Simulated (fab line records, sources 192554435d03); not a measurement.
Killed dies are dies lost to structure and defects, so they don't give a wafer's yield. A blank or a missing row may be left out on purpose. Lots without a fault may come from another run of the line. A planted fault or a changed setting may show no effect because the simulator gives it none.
Which tool did it? | flow n5_finfet | 9 lots, 25 wafers sampled, at 5 steps of a route of 1938

WHAT THE GAUGES READ, wafer by wafer
N5_BEOL_M4_RC_MEAS_101. Usual: DIBL_N 36.3 mV/V, standard deviation 1.2; DIBL_P 36.7 mV/V, standard deviation 1.5; IOFF_N 0.164 nA/um, standard deviation 0.02; IOFF_P 0.214 nA/um, standard deviation 0.024; ION_N 673 uA/um, standard deviation 8.5; ION_P 461 uA/um, standard deviation 5.9; SS_N 71.6 mV/dec, standard deviation 0.44; SS_P 73.3 mV/dec, standard deviation 0.55; VT_N 249.4 mV, standard deviation 2.4; VT_P -250.0 mV, standard deviation 2.3.
lot  | measured     | on        | DIBL_N (mV/V)  | DIBL_P (mV/V)  | IOFF_N (nA/um)    | IOFF_P (nA/um)    | ION_N (uA/um) | ION_P (uA/um) | SS_N (mV/dec)  | SS_P (mV/dec)  | VT_N (mV)         | VT_P (mV)            | flag
L646 | day 9 02:45  | prober-01 | 35.1 34.0 35.6 | 36.3 34.5 37.5 | 0.140 0.123 0.162 | 0.184 0.166 0.199 | 657 662 678   | 452 454 459   | 71.0 71.6 71.6 | 72.7 72.7 73.4 | 250.2 251.7 249.5 | -253.4 -255.6 -253.3 |
L648 | day 8 20:59  | prober-01 | 36.0 36.0 36.9 | 36.0 35.6 37.8 | 0.149 0.144 0.173 | 0.187 0.178 0.210 | 658 661 673   | 446 452 458   | 71.7 71.4 72.4 | 73.1 73.0 73.6 | 253.4 253.4 250.8 | -250.9 -251.6 -251.3 |
L651 | day 10 09:23 | prober-02 | 34.4 36.3 35.7 | 35.5 37.5 36.6 | 0.140 0.174 0.159 | 0.198 0.229 0.215 | 668 675 668   | 457 464 458   | 71.3 71.7 71.5 | 72.5 73.4 73.4 | 252.3 248.8 250.5 | -248.4 -248.3 -249.8 |
L653 | day 10 16:14 | prober-01 | 36.3 36.8 36.5 | 37.8 38.2 37.6 | 0.171 0.169 0.159 | 0.235 0.243 0.227 | 689 678 676   | 472 466 464   | 71.7 71.7 71.7 | 73.8 72.6 73.7 | 245.1 248.6 250.6 | -249.2 -249.1 -249.4 |
L656 | day 11 08:13 | prober-02 | 36.2 38.1      | 35.0 37.1      | 0.148 0.184       | 0.183 0.224       | 663 672       | 451 457       | 71.5 71.5      | 73.3 73.8      | 250.9 249.2       | -253.0 -252.8        |
L658 | day 11 14:13 | prober-01 | 36.6 36.8      | 36.3 36.5      | 0.165 0.161       | 0.218 0.225       | 671 678       | 460 467       | 71.4 72.6      | 73.3 73.4      | 248.3 253.2       | -249.7 -249.5        |
L661 | day 12 18:50 | prober-02 | 35.7 35.6 35.6 | 36.6 36.9 36.2 | 0.176 0.173 0.174 | 0.214 0.209 0.202 | 678 675 682   | 460 461 459   | 71.9 72.3 72.5 | 73.4 73.1 73.6 | 248.0 249.2 247.9 | -253.1 -250.9 -251.1 |
L662 | day 12 16:58 | prober-01 | 33.7 32.4 34.8 | 35.5 33.5 36.5 | 0.131 0.114 0.151 | 0.181 0.160 0.200 | 664 662 660   | 458 455 454   | 71.2 71.1 70.9 | 72.7 72.2 73.3 | 252.4 254.5 249.7 | -252.3 -253.9 -249.8 |
L663 | day 12 22:29 | prober-01 | 36.5 35.7 34.4 | 36.7 35.6 34.3 | 0.186 0.168 0.150 | 0.219 0.209 0.187 | 677 691 681   | 459 464 463   | 71.7 71.4 71.3 | 73.8 73.6 73.1 | 248.8 247.4 251.1 | -249.0 -251.4 -252.3 |

WHICH TOOL RAN EACH LOT (tool, then ch and the chambers of the sampled wafers, then the start)
lot  | N5_DUMMY_GATE_CMP_04         | N5_DUMMY_GATE_ETCH_29             | N5_DUMMY_GATE_ETCH_42             | N5_SPACER0_ALD_00
L646 | cmp-01 ch 0,1,3, day 3 07:26 | rie_diel-02 ch 1,3, day 3 12:40   | rie_diel-02 ch 2,3, day 3 13:45   | ald_sin-01 ch 0,1,3, day 3 14:22
L648 | cmp-02 ch 0,2,3, day 3 17:09 | rie_diel-02 ch 0,1,3, day 3 21:59 | rie_diel-02 ch 0,1,2, day 3 22:50 | ald_sin-04 ch 0,2,3, day 3 23:16
L651 | cmp-02 ch 0,1, day 4 11:46   | rie_diel-06 ch 1,3, day 4 16:29   | rie_diel-06 ch 1,2, day 4 17:22   | ald_sin-04 ch 1,2,3, day 4 19:29
L653 | cmp-04 ch 1,3, day 5 02:53   | rie_diel-05 ch 1,2,3, day 5 07:38 | rie_diel-02 ch 0,1,2, day 5 08:29 | ald_sin-01 ch 0,1,3, day 5 08:54
L656 | cmp-02 ch 0, day 5 17:25     | rie_diel-02 ch 0,3, day 5 22:11   | rie_diel-02 ch 1,2, day 5 23:02   | ald_sin-03 ch 2,3, day 5 23:26
L658 | cmp-02 ch 1,2, day 6 05:31   | rie_diel-02 ch 1,3, day 6 10:19   | rie_diel-02 ch 1,2, day 6 11:10   | ald_sin-03 ch 0,2, day 6 12:05
L661 | cmp-04 ch 0,1,2, day 7 06:22 | rie_diel-02 ch 0,2, day 7 11:01   | rie_diel-05 ch 0,2,3, day 7 11:59 | ald_sin-03 ch 2,3, day 7 12:24
L662 | cmp-04 ch 1,3, day 7 08:26   | rie_diel-05 ch 0,2, day 7 13:10   | rie_diel-05 ch 1,3, day 7 14:05   | ald_sin-03 ch 1,3, day 7 14:31
L663 | cmp-01 ch 0,2,3, day 7 17:30 | rie_diel-02 ch 1,2, day 7 23:02   | rie_diel-05 ch 1,2,3, day 8 00:02 | ald_sin-04 ch 1,2,3, day 8 02:50
- N5_DUMMY_GATE_CMP_04: polishes a-Si.
- N5_DUMMY_GATE_ETCH_29: etches underlayer in N2/H2, target depth 13 nm.
- N5_DUMMY_GATE_ETCH_42: etches SiO2 in CHF3/O2, target depth 3.5 nm, time 31 s.
- N5_SPACER0_ALD_00: deposits SiOCN, target thk 3.5 nm, pulse time 3 s, purge time 2 s.

WHAT THE TOOLS THEMSELVES READ (means of the sampled wafers that have a number; where no wafer has one, the mark that the record gives instead)
N5_DUMMY_GATE_CMP_04. Usual: motor_current_A 10.3 A, standard deviation 1.1; pad_life_wafers 1239, standard deviation 590; time_to_endpoint_s 13.6 s, standard deviation 2.1.
lot  | tool   | motor_current_A (A) | pad_life_wafers | time_to_endpoint_s (s) | flag
L646 | cmp-01 | 11.0                | 223             | 15.0                   |
L648 | cmp-02 | 10.4                | 1538            | 12.2                   |
L651 | cmp-02 | 9.4                 | 1670            | 12.1                   |
L653 | cmp-04 | 10.9                | 1261            | 14.4                   |
L656 | cmp-02 | 9.8                 | 1902            | 10.4                   |
L658 | cmp-02 | 9.8                 | 1983            | 13.9                   |
L661 | cmp-04 | 10.0                | 1688            | 15.5                   |
L662 | cmp-04 | 10.5                | 1711            | 12.6                   |
L663 | cmp-01 | 11.0                | 1075            | 13.9                   |

N5_DUMMY_GATE_ETCH_29. Usual: drypump_motor_current_A 5.8 A, standard deviation 0.55; oes_product_au 0.77 a.u., standard deviation 0.082; rf_vpp_V 523.8 V, standard deviation 2.9; showerhead_plenum_p_Torr 2.54 Torr, standard deviation 0.096; throttle_valve_pct 17.97 %, standard deviation 0.26.
lot  | tool        | drypump_motor_current_A (A) | oes_product_au (a.u.) | rf_vpp_V (V) | showerhead_plenum_p_Torr (Torr) | throttle_valve_pct (%) | flag
L646 | rie_diel-02 | 6.3                         | 0.72                  | 526.8        | 2.63                            | 17.88                  |
L648 | rie_diel-02 | 5.8                         | 0.73                  | 524.0        | 2.56                            | 18.11                  |
L651 | rie_diel-06 | 5.9                         | 0.78                  | 521.0        | 2.46                            | 17.87                  |
L653 | rie_diel-05 | 5.7                         | 0.74                  | 523.9        | 2.53                            | 18.20                  |
L656 | rie_diel-02 | 5.8                         | 0.69                  | 522.6        | 2.50                            | 18.16                  |
L658 | rie_diel-02 | 6.1                         | 0.71                  | 527.0        | 2.63                            | 17.96                  |
L661 | rie_diel-02 | 5.1                         | 0.86                  | 523.9        | 2.55                            | 17.82                  |
L662 | rie_diel-05 | 5.5                         | 0.73                  | 524.0        | 2.53                            | 18.17                  |
L663 | rie_diel-02 | 5.4                         | 0.76                  | 525.6        | 2.59                            | 17.97                  |

N5_DUMMY_GATE_ETCH_42. Usual: drypump_motor_current_A 5.7 A, standard deviation 0.53; mfc_ar_sccm 199.9 sccm, standard deviation 0.64; oes_product_au 0.77 a.u., standard deviation 0.082; rf_vpp_V 42.2 V, standard deviation 0.83; showerhead_plenum_p_Torr 2.41 Torr, standard deviation 0.086; throttle_valve_pct 18.86 %, standard deviation 0.24.
lot  | tool        | drypump_motor_current_A (A) | mfc_ar_sccm (sccm) | oes_product_au (a.u.) | rf_vpp_V (V) | showerhead_plenum_p_Torr (Torr) | throttle_valve_pct (%) | flag
L646 | rie_diel-02 | 6.1                         | 200.1              | 0.74                  | 42.5         | 2.44                            | 18.73                  |
L648 | rie_diel-02 | 5.2                         | 199.9              | 0.77                  | 42.1         | 2.38                            | 18.90                  |
L651 | rie_diel-06 | 5.8                         | 200.2              | 0.76                  | 41.6         | 2.35                            | 18.80                  |
L653 | rie_diel-02 | 5.3                         | 200.4              | 0.76                  | 41.8         | 2.38                            | 18.93                  |
L656 | rie_diel-02 | 5.3                         | 200.4              | 0.96                  | 42.2         | 2.42                            | 18.72                  |
L658 | rie_diel-02 | 5.3                         | 199.8              | 0.95                  | 41.7         | 2.42                            | 18.71                  |
L661 | rie_diel-05 | 5.6                         | 199.8              | 0.71                  | 41.5         | 2.35                            | 18.96                  |
L662 | rie_diel-05 | 5.8                         | 200.0              | 0.72                  | 42.4         | 2.43                            | 18.99                  |
L663 | rie_diel-05 | 5.6                         | 199.6              | 0.72                  | 42.9         | 2.39                            | 19.05                  |

N5_SPACER0_ALD_00. Usual: heater_power_w 842 W, standard deviation 100; precursor_pulse_height_rel 0.998, standard deviation 0.019; susceptor_temp_C 399.95 C, standard deviation 0.24.
lot  | tool       | heater_power_w (W) | precursor_pulse_height_rel | susceptor_temp_C (C) | flag
L646 | ald_sin-01 | 913                | 0.983                      | 400.04               |
L648 | ald_sin-04 | 839                | 1.003                      | 400.16               |
L651 | ald_sin-04 | 776                | 0.998                      | 400.01               |
L653 | ald_sin-01 | 909                | 1.000                      | 399.87               |
L656 | ald_sin-03 | 820                | 0.986                      | 399.99               |
L658 | ald_sin-03 | 828                | 0.991                      | 399.95               |
L661 | ald_sin-03 | 809                | 1.004                      | 399.81               |
L662 | ald_sin-03 | 820                | 1.009                      | 399.85               |
L663 | ald_sin-04 | 780                | 1.003                      | 400.09               |

THE ANSWER, worked out from the rows above alone
Rule: a lot is off if the mean of its wafers that have a number lies more than 3 standard deviations from the usual mean. A lot without any number at a reading at which 4 lots or more have one is off too. The other lots that the step has rows for count as sound. The gauges are gone through in route order, then the tools' own readings, and for those a lot's mean is taken as printed above. The first step at which some lot is off is used, and at that step the reading that is off furthest; a lot without a number counts as furthest.
No lot is off at any reading shown: from this, nothing can be told.

WHAT THE SIMULATOR HAD PUT IN
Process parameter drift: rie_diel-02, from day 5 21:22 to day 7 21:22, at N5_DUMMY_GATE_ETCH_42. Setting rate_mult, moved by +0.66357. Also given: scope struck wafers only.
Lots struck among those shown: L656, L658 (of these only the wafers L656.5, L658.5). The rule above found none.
